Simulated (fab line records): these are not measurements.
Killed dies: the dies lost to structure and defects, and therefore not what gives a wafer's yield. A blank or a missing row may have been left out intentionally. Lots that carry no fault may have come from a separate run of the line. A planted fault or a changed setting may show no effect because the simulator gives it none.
A struck lot beside a sound one :: flow n5Finfet :: 16 out of 1938 route steps
Sound: wafers L829.4, L829.5, L829.6. Struck: wafers L840.1, L840.2, L840.6. The cause comes at the end.
Per side, at each step with rows, come the tool, then ch with its chambers, and then its first start. Under that, the readings that differ: sound wafers :: struck wafers :: difference of the means :: sigmas: that difference in standard deviations of wafers without a fault.
alike: words and numbers the same on both sides, and readings whose means are apart by under 2 such deviations; not compared: readings that were withheld, readings missing a value for some wafer, numbers with overlapping values and no deviation given by the record, and bounds like >300 which may hide the same value.
The two part at a step that has a row with sigmas, a row that says differs or no value, or rows on one side only. Numbers that don't overlap but have no deviation are shown without sigmas and don't part them. A reading that every wafer of one side lacks parts them only if that side has two wafers or more.

N5_BEOL_M1_CMP_52: polishes, stops on SiOC, t overpolish 6.8 s, target thk 40 nm.
  sound on cmp-02 ch 0,1, day 6 16:43; struck on cmp-01 ch 0,2,3, day 9 19:26
reading: barrierFieldEndpointS (s)
sound: 27.1 25.4 26.4
struck: 23.9 25.4 24.4
difference: -1.7
sigmas: -2
  alike: motorCurrentA, overpolishRunS, timeToEndpointS
N5_BEOL_M1_THK_MEAS_53: measures by xrf.
  struck on filmMetro-02, day 9 19:42; sound on filmMetro-02, day 6 16:58
  alike: M1_THK
N5_BEOL_M1_PRE_CLEAN_60: time 15 s.
  sound on cvdCo-01 ch 0,1,2, day 6 17:01; struck on cvdCo-02 ch 0,1,2, day 9 19:57
  alike: heaterPowerW, rfFwdPowerW
then, 2 steps without rows for these wafers: N5_BEOL_M1_CO_CAP_55 (material Co, precursor CCTBA/H2, target thk 2 nm, time 102.1 s); N5_BEOL_M1_PRE_CLEAN_56 (time 15 s).
N5_BEOL_M1_DEP_57: deposits SiCN from 3MS/NH3, target thk 8 nm, time 14 s.
  sound on pecvd-03 ch 0,1,2, day 6 17:11; struck on pecvd-03 ch 0,1, day 9 20:07
  alike: chamberPressureTorr, rfFwdPowerW, showerheadPlenumPTorr, throttleValvePct
N5_BEOL_M1_RS_MEAS_58: measures by four-point-probe.
  struck on filmMetro-02, day 9 20:13; sound on filmMetro-02, day 6 17:14
  alike: M1_RS
N5_BEOL_M1_INSPECT_59: inspects for defects (darkfield).
  struck on defectInspect-02, day 9 20:14; sound on defectInspect-02, day 6 17:16
  alike: rawDefectCount
then, 1 step without rows for these wafers: N5_BEOL_M2_ILD_DEP_00 (deposits SiOC from DEMS/O2, target thk 79 nm, time 15.3 s).
N5_BEOL_M2_THK_MEAS_01:
  struck on filmMetro-01, day 9 20:20; sound on filmMetro-02, day 6 17:22
  alike: M2_ILD_THK
N5_BEOL_M2_PECVD_72: deposits SiO2 from TEOS/O2, target thk 16 nm, time 18 s.
  sound on pecvd-04 ch 0,1,2, day 6 17:25; struck on pecvd-01 ch 0,2, day 9 20:22
  alike: chamberPressureTorr, heaterPowerW, rfFwdPowerW, showerheadPlenumPTorr, throttleValvePct
N5_BEOL_M2_HM_DEP_02: deposits TiN, target thk 20 nm.
  struck on pvdSputter-03, day 9 20:50; sound on pvdSputter-01, day 6 17:51
  alike: throttleValvePct
N5_BEOL_M2_COAT_61: time 60 s, resist thk 60 nm.
  sound on lithoTrack-03 ch 0, day 6 17:59; struck on lithoTrack-03 ch 0, day 9 20:58
reading: heaterPowerTotalW (W)
sound: 498.0 499.8 497.4
struck: 513.0 516.1 514.7
difference: +16.2
sigmas: +9

reading: plateTempC (C)
sound: 249.87 249.88 249.66
struck: 254.71 254.87 254.94
difference: +5.04
sigmas: +30
then, 1 step without rows for these wafers: N5_BEOL_M2_COAT_62 (time 60 s, resist thk 12 nm).
N5_BEOL_M4_RC_MEAS_101:
  sound on prober-02 ch 0, day 8 01:40; struck on prober-02 ch 0, day 11 16:21
  alike: DIBL_N, DIBL_P, IOFF_N, IOFF_P, ION_N, ION_P, SS_N, SS_P, VT_N, VT_P
-- a jump in the record: the struck wafers' starts before and after are 4 days apart (it breaks off in module BEOL_M4 and resumes in module PASSIVATION, where the first step shown is number 1936 of the route) --
N5_PASSIVATION_PROBE_49:
  only the struck wafers here have rows in the record (prober-02, day 16 01:24); the sound ones have none

== WHERE THEY PART ==
Earliest at N5_BEOL_M1_CMP_52; latest, in this record, at N5_PASSIVATION_PROBE_49.

WHY: what had been put in by the simulator
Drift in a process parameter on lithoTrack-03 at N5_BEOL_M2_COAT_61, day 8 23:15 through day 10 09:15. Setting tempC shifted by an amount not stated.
